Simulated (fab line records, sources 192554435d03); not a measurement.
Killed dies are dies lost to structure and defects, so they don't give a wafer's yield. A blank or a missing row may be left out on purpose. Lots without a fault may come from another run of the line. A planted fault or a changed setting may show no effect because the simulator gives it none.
fab line records | flow n5_finfet
record lots=8 wafers=24 last_day=17
route steps=1938 shown FIN_SAQP@115 BEOL_M4@1111
lots that met no fault: from a run of the same line without faults
start_h: hours from the record's first day to the start of the lot's first wafer shown | wait_h: hours since the lot's step before | " the same as in the row above | L1.1+2: a row that stands for several wafers | - no value, or no start given | * or withheld: withheld | < > ~ a bound
route shown NAME@n: a module of which the file shows steps, and the number in the route of the first | usual: mean/standard deviation of fault-free wafers | same: alike in all rows | chamber/n: place in a boat | sites: the reading at each site | _std_site: their standard deviation | _edge_site: outer sites' mean less inner sites' | radius_mm: how far each site lies from the wafer's centre | mask NAME#n: copy n | behind: the tool/chamber that last shaped the wafer | hold: why the lot was held/for how many hours/how that ended | device: the transistor (n, p or np) that didn't switch | end of line: the same wafers' tests at the end of the route | a step without rows: its recipe alone | killed: dies lost to structure and defects at the first sort, not the wafer's yield | map: a wafer's dies, x killed, . not, _ none there
set.NAME: the setting as run; set.NAME@STEP: as run at that earlier step | model.NAME: the simulator's own value behind a step, which no gauge read
steps of the route over a sample of lots; a table a step, a row a wafer
services: from which hour (start_h, from the record's first day; less than 0 if before it) a tool's chamber was out of use, for how many hours, and why
## steps
# step N5_FIN_SAQP_ETCH_51
# recipe chemistry=CF4 target=SiARC target_depth_a=455 mask_material=CAR-ArF time_s=75.8 ion_energy_ev=80 pressure_mtorr=40 source_w=545 bias_w=36 Ar_flow_sccm=100 cf4_flow_sccm=100 ends=cleared
# usual drypump_motor_current_A=5.7/0.36 etch_rf_on_time_s=76.0/2.1 oes_product_au=0.67/0.083 rf_fwd_power_W=540.3/2 rf_vpp_V=183.9/0.94 showerhead_plenum_p_Torr=2.12/0.039 throttle_valve_pct=15.66/0.16
# columns lot.wafer tool chamber start_h wait_h drypump_motor_current_A etch_rf_on_time_s oes_product_au rf_fwd_power_W rf_hours_counter_h rf_vpp_V showerhead_plenum_p_Torr throttle_valve_pct
L503.1 rie_diel-06 3 29.90 0.0 5.5 75.8 0.84 539.2 3 186.3 2.12 15.43
L503.4 " 2 " " 5.5 78.7 0.66 541.5 130 184.2 2.14 15.72
L503.5 " 2 " " 5.5 78.9 0.66 541.5 - 184.9 2.14 15.74
L505.2 rie_diel-04 2 40.09 0.0 6.0 76.7 0.62 539.0 162 185.7 2.13 15.57
L505.3 " 1 " " 5.1 74.9 0.69 538.8 105 184.0 2.08 15.83
L505.6 " 1 " " 5.1 74.8 0.68 541.0 - 182.7 2.08 15.84
L506.1 rie_diel-06 1 50.18 0.0 6.2 77.8 0.57 536.9 245 184.1 2.11 16.19
L506.5 " 0 " " 5.7 74.0 0.59 540.3 - 183.4 2.11 15.62
L506.6 " 3 " " 5.5 75.3 0.82 536.0 - 184.0 2.12 15.43
L513.1 rie_diel-06 1 88.97 0.0 6.2 75.2 0.85 540.1 4 184.6 2.10 15.64
L513.4 " 0 " " 5.7 74.9 0.59 543.5 222 183.6 2.11 15.65
L513.5 " 0 " " 5.7 74.6 0.58 542.6 - 181.8 2.11 15.66
L516.4 rie_diel-04 2 105.76 0.0 6.0 77.3 0.61 539.3 184 182.6 2.12 15.60
L516.5 " 3 " " 5.5 72.2 0.70 542.7 - 184.1 2.09 15.65
L516.6 " 0 " " 6.1 74.7 0.64 541.9 - 186.1 2.20 15.57
L517.1 rie_diel-06 1 112.83 0.0 6.2 74.8 0.82 541.3 11 183.8 2.10 15.68
L517.3 " 2 " " 5.5 80.7 0.63 539.8 162 182.2 2.13 15.81
L517.5 " 2 " " 5.5 80.4 0.63 540.7 - 184.3 2.13 15.79
L520.1 rie_diel-06 1 131.67 0.0 6.1 74.7 0.81 539.1 18 184.6 2.10 15.68
L520.2 " 2 " " 5.5 80.4 0.63 541.8 168 184.5 2.13 15.85
L520.3 " 0 " " 5.7 75.0 0.57 541.7 238 184.1 2.10 15.71
L524.2 rie_diel-06 0 153.73 0.0 5.7 75.6 0.57 541.3 248 183.0 2.10 15.70
L524.4 " 3 " " 5.5 76.8 0.74 538.7 - 183.6 2.11 15.53
L524.5 " 1 " " 6.2 75.7 0.79 539.3 - 183.9 2.09 15.70
# step N5_FIN_SAQP_MANDREL1_REMOVE_56
# recipe chemistry=HBr/Cl2/O2 bt_time_s=10 target=a-Si stop_on=SiNx endpoint=OES-SiCl over_etch_frac=1 icp_w=600 bias_w=22 HBr_flow_sccm=150 Cl2_flow_sccm=80 O2_flow_sccm=5 pressure_mtorr=10
# usual drypump_motor_current_A=5.8/0.4 oes_product_au=0.997/0.016 rf_fwd_power_W=596.7/1.7 throttle_valve_pct=36.5/0.41
# columns lot.wafer tool chamber start_h wait_h drypump_motor_current_A oes_product_au rf_fwd_power_W rf_hours_counter_h throttle_valve_pct
L503.1 rie_si-03 1 32.02 0.1 6.4 1.029 597.4 10 36.3
L503.4 " 3 " " 5.2 0.994 596.8 80 36.9
L503.5 " 3 " " 5.2 1.000 595.0 - 36.9
L505.2 rie_si-02 1 41.98 0.1 6.0 0.986 599.2 145 36.3
L505.3 " 0 " " 6.2 0.986 596.1 100 36.4
L505.6 " 3 " " 5.6 0.992 596.7 - 36.3
L506.1 rie_si-02 1 52.51 0.1 6.0 0.989 596.3 145 36.3
L506.5 " 0 " " 6.1 0.992 596.7 - 36.4
L506.6 " 1 " " 5.9 0.994 596.6 - 36.3
L513.1 rie_si-03 2 91.71 0.1 5.6 0.983 597.0 129 35.9
L513.4 " 3 " " 5.2 0.998 597.7 81 36.9
L513.5 " 0 " " 5.5 0.966 594.6 - 36.0
L516.4 rie_si-02 1 107.62 0.1 6.0 0.994 597.5 146 36.3
L516.5 " 3 " " 5.6 1.003 597.8 - 36.3
L516.6 " 0 " " 6.2 1.001 595.1 - 36.4
L517.1 rie_si-02 3 114.71 0.1 5.6 1.005 597.0 97 36.3
L517.3 " 0 " " 6.3 0.993 597.5 102 36.4
L517.5 " 3 " " 5.6 0.987 596.7 - 36.3
L520.1 rie_si-02 2 133.53 0.1 5.4 0.996 597.5 51 36.9
L520.2 " 3 " " 5.6 0.992 599.6 98 36.3
L520.3 " 3 " " 5.6 0.996 596.2 - 36.4
L524.2 rie_si-03 2 155.87 0.1 5.6 0.990 595.4 130 35.9
L524.4 " 3 " " 5.2 1.009 595.9 82 37.0
L524.5 " 3 " " 5.2 1.005 598.9 - 36.9
# step N5_FIN_SAQP_ETCH_65
# recipe chemistry=CF4 target=SiO2 target_depth_a=40 ion_energy_ev=350 time_s=4.4 pressure_mtorr=10 icp_w=800 bias_w=400 cf4_flow_sccm=80
# usual drypump_motor_current_A=5.9/0.37 oes_product_au=0.986/0.021 rf_fwd_power_W=789/3.2 throttle_valve_pct=21.8/0.32
# columns lot.wafer tool chamber start_h wait_h drypump_motor_current_A oes_product_au rf_fwd_power_W rf_hours_counter_h throttle_valve_pct
L503.1 rie_si-05 0 32.43 0.1 6.0 0.953 791 86 22.2
L503.4 " 1 " " 6.1 0.980 789 - 21.6
L503.5 " 3 " " 6.1 0.986 789 - 22.0
L505.2 rie_si-05 3 42.25 0.1 6.1 0.992 789 15 22.0
L505.3 " 0 " " 6.0 0.962 788 86 22.2
L505.6 " 0 " " 6.0 0.946 789 - 22.2
L506.1 rie_si-03 2 52.78 0.1 5.6 0.985 786 128 21.4
L506.5 " 1 " " 6.4 1.002 790 - 22.0
L506.6 " 0 " " 5.5 0.951 787 - 21.5
L513.1 rie_si-05 3 91.98 0.1 6.1 1.348 787 16 22.1
L513.4 " 2 " " 6.4 1.022 788 44 22.2
L513.5 " 2 " " 6.4 1.039 786 - 22.2
L516.4 rie_si-03 1 107.88 0.1 6.5 0.998 793 11 22.0
L516.5 " 1 " " 6.4 1.005 793 - 22.0
L516.6 " 0 " " 5.5 0.969 786 - 21.5
L517.1 rie_si-05 2 115.07 0.1 6.4 1.397 789 45 22.4
L517.3 " 0 " " 6.0 1.295 787 88 22.3
L517.5 " 0 " " 6.0 0.960 788 - 22.2
L520.1 rie_si-03 0 133.83 0.1 5.5 0.960 786 192 21.5
L520.2 " 1 " " 6.4 0.988 795 11 22.0
L520.3 " 3 " " 5.2 0.978 789 82 22.0
L524.2 rie_si-02 2 156.14 0.1 5.5 0.997 793 52 22.0
L524.4 " 0 " " 6.2 0.999 785 102 21.3
L524.5 " 3 " " 5.5 0.987 797 - 21.5
# step N5_FIN_SAQP_MANDREL_ETCH_58
# recipe chemistry=HBr/Cl2 target=a-Si target_depth_a=450 bt_time_s=10 stop_on=SiNx mask_material=SiO2 over_etch_frac=0.8 time_s=27 pressure_mtorr=10 icp_w=800 bias_w=75 HBr_flow_sccm=150 Cl2_flow_sccm=80 ends=end_point
# usual drypump_motor_current_A=5.9/0.37 oes_product_au=0.698/0.014 rf_fwd_power_W=793.6/2.6 throttle_valve_pct=35.5/0.41
# columns lot.wafer tool chamber start_h wait_h drypump_motor_current_A oes_product_au rf_fwd_power_W rf_hours_counter_h throttle_valve_pct
L503.1 rie_si-05 0 32.46 0.0 6.0 0.694 789.3 86 36.0
L503.4 " 1 " " 6.1 0.705 793.2 - 35.1
L503.5 " 3 " " 6.1 0.689 795.7 - 35.7
L505.2 rie_si-05 3 42.28 0.0 6.1 0.703 791.2 15 35.7
L505.3 " 0 " " 6.1 0.698 789.3 86 36.0
L505.6 " 0 " " 6.0 0.716 793.7 - 36.0
L506.1 rie_si-03 2 52.81 0.0 5.6 0.692 793.7 128 34.8
L506.5 " 1 " " 6.4 0.729 797.7 - 35.2
L506.6 " 0 " " 5.5 0.687 792.1 - 34.9
L513.1 rie_si-05 3 92.01 0.0 6.1 0.686 795.5 16 35.7
L513.4 " 2 " " 6.4 0.708 796.6 44 36.0
L513.5 " 2 " " 6.4 0.714 788.4 - 36.0
L516.4 rie_si-03 1 107.92 0.0 6.4 0.730 793.6 11 35.2
L516.5 " 1 " " 6.4 0.724 794.4 - 35.2
L516.6 " 0 " " 5.5 0.685 790.9 - 34.9
L517.1 rie_si-05 2 115.10 0.0 6.4 0.713 792.6 45 36.0
L517.3 " 0 " " 6.0 0.693 795.2 88 36.1
L517.5 " 0 " " 6.0 0.699 794.6 - 36.0
L520.1 rie_si-03 0 133.87 0.0 5.5 0.667 788.5 192 34.9
L520.2 " 1 " " 6.4 0.716 792.2 11 35.2
L520.3 " 3 " " 5.2 0.711 798.4 82 35.8
L524.2 rie_si-02 2 156.17 0.0 5.5 0.690 793.0 52 35.8
L524.4 " 0 " " 6.2 0.693 793.8 102 35.3
L524.5 " 3 " " 5.6 0.688 793.5 - 35.3
# step N5_BEOL_M4_RC_MEAS_101
# usual DIBL_N=37.3/2.3 DIBL_P=37.4/2.9 IOFF_N=0.18/0.045 IOFF_P=0.25/0.054 ION_N=679/15 ION_P=468/9.7 SS_N=71.8/0.62 SS_P=73.6/0.76 VT_N=248/4.1 VT_P=-248/3.6
# columns lot.wafer tool chamber start_h wait_h DIBL_N[mV/V] DIBL_P[mV/V] IOFF_N[nA/um] IOFF_P[nA/um] ION_N[uA/um] ION_P[uA/um] SS_N[mV/dec] SS_P[mV/dec] VT_N[mV] VT_P[mV]
L503.1 prober-01 0 182.56 0.0 36.8 37.7 0.16 0.26 687 483 72.0 74.3 247 -246
L503.4 " 0 " " 36.2 35.5 0.14 0.24 669 466 71.4 73.4 251 -245
L503.5 " 0 " " 37.5 37.9 0.17 0.28 689 482 71.9 73.8 246 -246
L505.2 prober-01 0 189.22 0.2 37.0 38.6 0.17 0.24 697 480 71.6 72.8 247 -249
L505.3 " 0 " " 32.8 32.4 0.09 0.14 651 450 71.4 71.4 259 -254
L505.6 " 0 " " 34.7 35.2 0.12 0.18 666 459 71.6 72.1 253 -249
L506.1 prober-01 0 190.00 0.5 36.8 36.0 0.17 0.23 683 464 71.3 73.0 251 -249
L506.5 " 0 " " 38.7 38.6 0.21 0.28 687 473 72.1 74.0 247 -245
L506.6 " 0 " " 37.2 37.3 0.18 0.26 692 480 71.9 74.4 248 -245
L513.1 prober-02 0 236.47 0.0 38.0 39.3 0.22 0.24 696 471 71.9 73.7 245 -251
L513.4 " 0 " " 37.5 38.2 0.17 0.21 675 455 72.6 73.8 248 -253
L513.5 " 0 " " 39.2 40.2 0.25 0.26 702 467 71.9 73.8 242 -247
L516.4 prober-01 0 242.36 0.5 38.6 39.5 0.19 0.26 668 457 72.1 74.2 248 -251
L516.5 " 0 " " 37.7 38.2 0.17 0.25 683 469 72.4 73.5 248 -251
L516.6 " 0 " " 35.2 35.6 0.12 0.21 647 448 72.0 74.0 253 -252
L517.1 prober-01 0 262.31 0.0 41.3 41.0 0.29 0.34 697 476 71.5 74.8 239 -244
L517.3 " 0 " " 36.2 35.4 0.17 0.23 689 479 71.1 73.6 246 -246
L517.5 " 0 " " 35.9 33.3 0.14 0.19 667 455 71.7 72.6 251 -250
L520.1 prober-01 0 274.23 0.0 38.1 38.7 0.18 0.23 679 459 72.0 73.5 246 -250
L520.2 " 0 " " 39.1 39.5 0.20 0.24 674 458 71.9 73.8 246 -250
L520.3 " 0 " " 36.4 35.6 0.16 0.19 685 465 71.9 73.0 249 -252
L524.2 prober-01 0 300.67 0.2 38.2 37.6 0.17 0.22 663 455 72.4 73.6 254 -252
L524.4 " 0 " " 38.9 41.0 0.22 0.31 688 470 72.6 74.6 244 -246
L524.5 " 0 " " 34.8 34.9 0.12 0.19 654 460 71.5 73.9 257 -251
## services
# columns tool chamber start_h hours kind
rie_diel-06 2 12.79 1.6 repair
rie_si-05 2 22.89 26.5 repair
rie_si-02 1 26.71 5.8 repair
rie_diel-04 0 29.17 9.4 repair
rie_diel-06 0 57.42 4.3 repair
rie_diel-06 1 61.97 - clean
rie_diel-06 1 61.97 - consumable_replace:focus_ring
rie_diel-06 1 61.97 16.0 scheduled_down
rie_diel-06 1 61.97 16.0 vent_cycle
rie_diel-04 3 69.58 3.5 repair
rie_si-03 1 77.27 4.5 repair
rie_si-03 3 118.07 9.2 repair
rie_si-02 0 123.21 20.2 repair
rie_si-02 1 123.39 32.4 repair
rie_si-05 2 145.28 15.9 repair
rie_diel-06 2 148.52 29.0 repair
rie_si-03 3 152.62 1.6 repair
## key
first_sign step=N5_FIN_SAQP_ETCH_65 reading=oes_product_au direction=up sigmas=17 usual=0.986 struck=1.347
effect none on later readings
met_at N5_FIN_SAQP_ETCH_65
struck_lots L513,L517
struck_wafers L513.1,L517.1,L517.3
not_acting_at N5_FIN_SAQP_ETCH_51,N5_FIN_SAQP_MANDREL1_REMOVE_56,N5_FIN_SAQP_MANDREL_ETCH_58
onset_between 42.25 91.98
fault kind=process_parameter_drift tool=rie_si-05 chamber=- onset_h=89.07 steps=N5_FIN_SAQP_ETCH_65 channel=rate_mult offset=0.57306 shape=step end_h=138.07 scope=struck_wafers_only
